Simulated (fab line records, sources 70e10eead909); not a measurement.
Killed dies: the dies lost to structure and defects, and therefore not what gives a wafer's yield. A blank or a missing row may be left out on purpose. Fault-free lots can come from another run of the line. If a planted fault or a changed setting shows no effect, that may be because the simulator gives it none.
What tool caused it? | flow nand_harc | Sampling: 12 lots, 36 wafers, 6 of 1302 route steps

== WHAT THE GAUGES READ, wafer by wafer ==
NHARC_A_CHANNEL_HOLE_D2_INSPECT_12.
lot  | measured     | on                | raw_defect_count
L915 | day 13 04:16 | defect_inspect-02 | 1 7 3
L916 | day 14 00:04 | defect_inspect-01 | 55 53 51
L919 | day 14 21:39 | defect_inspect-02 | 5 3 7
L921 | day 15 01:59 | defect_inspect-02 | 9 5 6
L926 | day 17 12:10 | defect_inspect-01 | 60 62 53
L924 | day 17 12:01 | defect_inspect-02 | 41 66 53
L927 | day 18 05:43 | defect_inspect-01 | 10 10 5
L928 | day 18 15:28 | defect_inspect-02 | 10 13 17
L930 | day 19 07:47 | defect_inspect-02 | 11 15 12
L929 | day 19 07:56 | defect_inspect-01 | 67 61 44
L931 | day 19 19:45 | defect_inspect-01 | 69 51 70
L938 | day 22 13:32 | defect_inspect-02 | 36 27 29

NHARC_A_CHANNEL_HOLE_D2_INSPECT_40.
lot  | measured     | on                | raw_defect_count
L915 | day 13 11:13 | defect_inspect-02 | 263 297 193
L916 | day 14 11:22 | defect_inspect-02 | 375 456 261
L919 | day 15 08:40 | defect_inspect-02 | 214 174 201
L921 | day 15 12:43 | defect_inspect-02 | 171 163 162
L926 | day 17 22:58 | defect_inspect-01 | 254 290 415
L924 | day 17 19:11 | defect_inspect-01 | 228 297 271
L927 | day 18 12:40 | defect_inspect-01 | 276 179 283
L928 | day 18 22:29 | defect_inspect-01 | 803 722 822
L930 | day 19 14:58 | defect_inspect-02 | 334 359 309
L929 | day 19 14:53 | defect_inspect-01 | 816 955 759
L931 | day 20 02:42 | defect_inspect-01 | 398 308 682
L938 | day 22 20:29 | defect_inspect-01 | 307 402 338

NHARC_END_SORT_01.
lot  | measured     | on        | killed_at_array | killed_at_other | killed_at_periphery | killed_dies | killed_open | killed_short
L926 | day 28 12:41 | prober-02 | 96 63 77        | 0 0 0           | 6 4 10              | 102 67 87   | 4 2 1       | 2 3 3
L928 | day 29 17:06 | prober-01 | 99 106 114      | 0 0 1           | 6 4 3               | 105 110 118 | 4 3 2       | 0 1 1
L930 | day 31 02:01 | prober-02 | 55 28 37        | 3 3 5           | 2 4 0               | 60 35 42    | 4 1 3       | 2 2 2
L929 | day 31 10:37 | prober-01 | 147 157 112     | 0 1 1           | 4 0 7               | 151 158 120 | 4 4 3       | 2 1 4
L931 | day 30 19:50 | prober-02 | 77 69           | 0 0             | 8 10                | 85 79       | 4 3         | 2 1

== WHICH TOOL RAN EACH LOT (tool, then ch and the chambers of the sampled wafers, then the start) ==
lot  | NHARC_A_CHANNEL_HOLE_D2_DEP_00 | NHARC_A_CHANNEL_HOLE_D2_ETCH_34               | NHARC_A_CHANNEL_HOLE_D2_ETCH_25
L915 | acl_dep-01 ch 0, day 13 02:26  | rie_diel-04 ch 1,2,3, day 13 08:43 or earlier | har_etch-02 ch 0,1, day 13 08:43
L916 | acl_dep-01 ch 0, day 13 21:55  | rie_diel-11 ch 2,3, day 14 07:44 or earlier   | har_etch-02 ch 0, day 14 07:44
L919 | acl_dep-01 ch 0, day 14 19:31  | rie_diel-04 ch 0,2, day 15 06:01 or earlier   | har_etch-01 ch 0,1, day 15 06:01
L921 | acl_dep-01 ch 0, day 14 23:20  | rie_diel-02 ch 0,1,2, day 15 09:52 or earlier | har_etch-01 ch 0,1, day 15 09:52
L926 | acl_dep-01 ch 0, day 17 09:25  | rie_diel-04 ch 0,2,3, day 17 20:19 or earlier | har_etch-02 ch 0,1, day 17 20:19
L924 | acl_dep-02 ch 0, day 17 09:42  | rie_diel-04 ch 0,1, day 17 16:40 or earlier   | har_etch-01 ch 0,1, day 17 16:40
L927 | acl_dep-01 ch 0, day 18 02:51  | rie_diel-04 ch 1,2,3, day 18 09:50 or earlier | har_etch-02 ch 0,1, day 18 09:50
L928 | acl_dep-01 ch 0, day 18 13:20  | rie_diel-04 ch 0,1, day 18 19:54 or earlier   | har_etch-02 ch 0,1, day 18 19:54
L930 | acl_dep-01 ch 0, day 19 04:59  | rie_diel-02 ch 1,3, day 19 12:10 or earlier   | har_etch-01 ch 0,1, day 19 12:10
L929 | acl_dep-03 ch 0, day 19 05:41  | rie_diel-04 ch 0,1,3, day 19 12:22 or earlier | har_etch-02 ch 0,1, day 19 12:22
L931 | acl_dep-02 ch 0, day 19 17:34  | rie_diel-04 ch 0,1,2, day 20 00:11 or earlier | har_etch-01 ch 0,1, day 20 00:11
L938 | acl_dep-03 ch 0, day 22 11:05  | rie_diel-04 ch 1,2,3, day 22 17:40 or earlier | har_etch-01 ch 0,1, day 22 17:40
- NHARC_A_CHANNEL_HOLE_D2_DEP_00: deposits aC, target thk 3100 nm.
- NHARC_A_CHANNEL_HOLE_D2_ETCH_34: etches the open film in CF4/CHF3, target depth 154 nm, time 77 s.
- NHARC_A_CHANNEL_HOLE_D2_ETCH_25: etches the open film in C4F8/O2/Ar, time 1040.2 s, target depth 1500 nm.

== WHAT THE TOOLS THEMSELVES READ (means of the sampled wafers that have a number; where no wafer has one, the mark that the record gives instead) ==
NHARC_A_CHANNEL_HOLE_D2_DEP_00.
lot  | tool       | throttle_valve_pct (%)
L915 | acl_dep-01 | 34.993
L916 | acl_dep-01 | 34.997
L919 | acl_dep-01 | 35.010
L921 | acl_dep-01 | 34.995
L926 | acl_dep-01 | 35.008
L924 | acl_dep-02 | 34.997
L927 | acl_dep-01 | 35.004
L928 | acl_dep-01 | 35.006
L930 | acl_dep-01 | 35.005
L929 | acl_dep-03 | 34.992
L931 | acl_dep-02 | 35.009
L938 | acl_dep-03 | 35.001

NHARC_A_CHANNEL_HOLE_D2_ETCH_34.
lot  | tool        | chamber_pressure_mTorr (mTorr) | drypump_motor_current_A (A) | oes_product_au (a.u.) | rf_vpp_V (V) | showerhead_plenum_p_Torr (Torr) | throttle_valve_pct (%)
L915 | rie_diel-04 | 24.992                         | 5.8                         | 0.951                 | 369.3        | 1.53                            | 16.809
L916 | rie_diel-11 | 24.999                         | 5.9                         | 0.978                 | 373.2        | 1.65                            | 16.803
L919 | rie_diel-04 | 24.991                         | 5.8                         | 0.974                 | 369.4        | 1.51                            | 16.792
L921 | rie_diel-02 | 24.994                         | 5.8                         | 0.968                 | 371.7        | 1.61                            | 16.812
L926 | rie_diel-04 | 25.003                         | 5.6                         | 0.956                 | 369.2        | 1.55                            | 16.806
L924 | rie_diel-04 | 24.992                         | 6.1                         | 0.942                 | 369.8        | 1.55                            | 16.793
L927 | rie_diel-04 | 24.991                         | 5.8                         | 0.944                 | 368.9        | 1.53                            | 16.802
L928 | rie_diel-04 | 24.965                         | 6.1                         | 0.960                 | 369.3        | 1.54                            | 16.797
L930 | rie_diel-02 | 25.024                         | 6.0                         | 0.961                 | 370.9        | 1.58                            | 16.791
L929 | rie_diel-04 | 24.985                         | 5.8                         | 0.953                 | 370.1        | 1.56                            | 16.801
L931 | rie_diel-04 | 25.007                         | 5.9                         | 0.962                 | 369.1        | 1.53                            | 16.809
L938 | rie_diel-04 | 25.004                         | 5.8                         | 0.955                 | 368.7        | 1.53                            | 16.803

NHARC_A_CHANNEL_HOLE_D2_ETCH_25.
lot  | tool        | chamber_pressure_mTorr (mTorr) | drypump_motor_current_A (A) | showerhead_plenum_p_Torr (Torr) | throttle_valve_pct (%)
L915 | har_etch-02 | 20.020                         | 5.7                         | 3.73                            | 32.233
L916 | har_etch-02 | 19.998                         | 5.5                         | 3.73                            | 32.236
L919 | har_etch-01 | 20.016                         | 5.3                         | 3.60                            | 32.231
L921 | har_etch-01 | 20.013                         | 5.3                         | 3.60                            | 32.234
L926 | har_etch-02 | 20.018                         | 5.7                         | 3.70                            | 32.235
L924 | har_etch-01 | 20.000                         | 5.3                         | 3.58                            | 32.236
L927 | har_etch-02 | 19.998                         | 5.9                         | 3.70                            | 32.241
L928 | har_etch-02 | 20.002                         | 5.9                         | 3.69                            | 32.235
L930 | har_etch-01 | 20.008                         | 5.3                         | 3.57                            | 32.230
L929 | har_etch-02 | 19.985                         | 5.9                         | 3.69                            | 32.241
L931 | har_etch-01 | 20.003                         | 5.3                         | 3.56                            | 32.238
L938 | har_etch-01 | 20.001                         | 5.3                         | 3.49                            | 32.234

== THE ANSWER, worked out from the rows above alone ==
Rule: usual is defined by the lots themselves. Put in order of their means at a reading, lots are off if they are a third of the lots or fewer, leave a main group of 4 or more, and stand apart from it by a gap of 3 or more times the standard deviation of the main group's means; of several such gaps the widest counts. The tables above print the reading to a certain number of digits; a main group whose means all agree to those digits is not used. Also off: a lot with no number at a reading for which 4 or more lots have one. Where the step has rows for the other lots, those lots are counted as sound. After the gauges, taken in route order, come the tools' own readings; for these a lot's mean is taken, as printed above. At the first step where some lot is off, the reading lying furthest off is the one used; lots without a number count as furthest.
Off: L928, L929 (NHARC_A_CHANNEL_HOLE_D2_INSPECT_40, raw_defect_count). For the main group the mean is 295 and the standard deviation 83.
If a tool, at a process step before that reading, ran all the lots that are off and no sound lot after the first of them, it fits. Those tools and the gauges at NHARC_A_CHANNEL_HOLE_D2_INSPECT_40 are tried in the same way. NHARC_A_CHANNEL_HOLE_D2_ETCH_34: start missing for some lots; hours and lot order therefore follow NHARC_A_CHANNEL_HOLE_D2_ETCH_25. One candidate fits, namely har_etch-02 at NHARC_A_CHANNEL_HOLE_D2_ETCH_25. A fault onset in the window from L927 (day 18 09:50, its last sound lot) to L928 (day 18 19:54, its first lot off) fits.

== WHAT HAD BEEN PUT IN BY THE SIMULATOR ==
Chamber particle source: har_etch-02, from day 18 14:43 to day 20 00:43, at NHARC_A_CHANNEL_HOLE_D2_ETCH_25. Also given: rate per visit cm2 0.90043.
Lots struck among those shown: L928, L929. The rule given above showed the same thing.
